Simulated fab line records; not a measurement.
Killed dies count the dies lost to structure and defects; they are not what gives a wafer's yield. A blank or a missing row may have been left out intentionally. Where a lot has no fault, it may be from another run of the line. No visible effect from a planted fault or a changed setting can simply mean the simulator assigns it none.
A lot that was struck, set against a sound lot    flow n5 finfet    16 out of 1938 route steps
Sound: the wafers L949.2, L949.4, L949.6. Struck: wafers L956.3, L956.6. (L956.1 of the same lot was not struck and is left out.) The cause comes at the end.
Order at every step that has rows: each side's tool, ch and its chambers, its first start. Under that, the readings that differ: sound wafers    struck wafers    difference of the means    sigmas: that difference in standard deviations of wafers without a fault.
alike: readings whose means differ by less than 2 such deviations, and words and numbers that are the same on both sides. not compared: withheld readings, readings that some wafer has no value for, bounds like >300 that may hide the same value, and numbers for which the record gives no deviation and whose values overlap.
The two part at a step that has a row with sigmas, a row that says differs or no value, or rows on one side only. When numbers do not overlap yet have no deviation, they are printed without sigmas and do not part them. A reading that every wafer of one side lacks parts them only if that side has two wafers or more.

first, 1 step without rows for these wafers: N5_BEOL_M4_SPUTTER_92 (material Cu, target thk 4.5 nm, time 8.29 s).
N5_BEOL_M4_ANNEAL_93: time 240 s.
  sound: pvd sputter-03 at day 7 23:37; struck: pvd sputter-01 at day 10 13:22
  alike: heater power w, susceptor_temp_C_max
N5_BEOL_M4_SPUTTER_94: material Cu, target thk 4.5 nm, time 8.29 s.
  sound: pvd sputter-03 at day 7 23:45; struck: pvd sputter-01 at day 10 13:31
  alike: throttle valve pct
N5_BEOL_M4_ANNEAL_95: time 240 s.
  sound: pvd sputter-03 at day 7 23:50; struck: pvd sputter-01 at day 10 13:35
  alike: heater power w, susceptor_temp_C_max
then, 2 steps without rows for these wafers: N5_BEOL_M4_SPUTTER_96 (material Cu, target thk 4.5 nm, time 8.29 s); N5_BEOL_M4_ECD_50 (material Cu, target thk 300 nm).
N5_BEOL_M4_ANNEAL_51: time 90 s.
  sound on rtp anneal-02 ch 0, day 8 00:13; struck on rtp anneal-01 ch 0, day 10 13:55
reading           sound              struck       difference  sigmas
wafer_temp_C_max  225.8 225.7 225.6  226.7 226.7  +1.0        +3
  alike: anneal temp c
N5_BEOL_M4_CMP_52: polishes, stops on SiOC, t overpolish 6.8 s, target thk 40 nm.
  sound on cmp-04 ch 1,2,3, day 8 00:32; struck on cmp-04 ch 0,3, day 10 14:13
  alike: barrier field endpoint s, motor current A, overpolish run s, slurry flow ml min, time to endpoint s
N5_BEOL_M4_THK_MEAS_53: measures by xrf.
  sound: film metro-02 at day 8 00:46; struck: film metro-02 at day 10 14:31
  alike: M4_THK
then, 3 steps without rows for these wafers: N5_BEOL_M4_PRE_CLEAN_60 (time 15 s); N5_BEOL_M4_CO_CAP_55 (material Co, precursor CCTBA/H2, target thk 2 nm, time 102.1 s); N5_BEOL_M4_PRE_CLEAN_56 (time 15 s).
N5_BEOL_M4_DEP_57: deposits SiCN from 3MS/NH3, target thk 8 nm, time 14 s.
  sound on pecvd-02 ch 0,2, day 8 00:57; struck on pecvd-02 ch 0, day 10 14:43
reading                                   sound    struck   difference  sigmas
model.SiCN_of_BEOL_M4_DEP_57.thk nm (nm)  8 8 7.8  8.4 8.6  +0.6        
  alike: showerhead plenum p Torr, throttle valve pct
N5_BEOL_M4_RS_MEAS_58: a four-point-probe measurement.
  sound: film metro-02 at day 8 01:01; struck: film metro-01 at day 10 14:47
  alike: M4_RS
N5_BEOL_M4_RC_MEAS_101:
  sound on prober-01 ch 0, day 8 01:14; struck on prober-01 ch 0, day 10 14:50
  alike: DIBL_N, DIBL_P, IOFF_N, IOFF_P, ION_N, ION_P, SS_N, SS_P, VT_N, VT_P
-- the record jumps here: 4 days lie between the struck wafers' starts before and after (it left off in module BEOL_M4 and takes up again in module PASSIVATION, whose first step shown is number 1936 of the route) --
N5_PASSIVATION_PROBE_49:
  only the struck wafers here have rows in the record (prober-02, day 14 20:41); the sound ones have none

## WHERE THEY PART
First at N5_BEOL_M4_ANNEAL_51; last, within this record, at N5_PASSIVATION_PROBE_49.

WHY: what the simulator had put in
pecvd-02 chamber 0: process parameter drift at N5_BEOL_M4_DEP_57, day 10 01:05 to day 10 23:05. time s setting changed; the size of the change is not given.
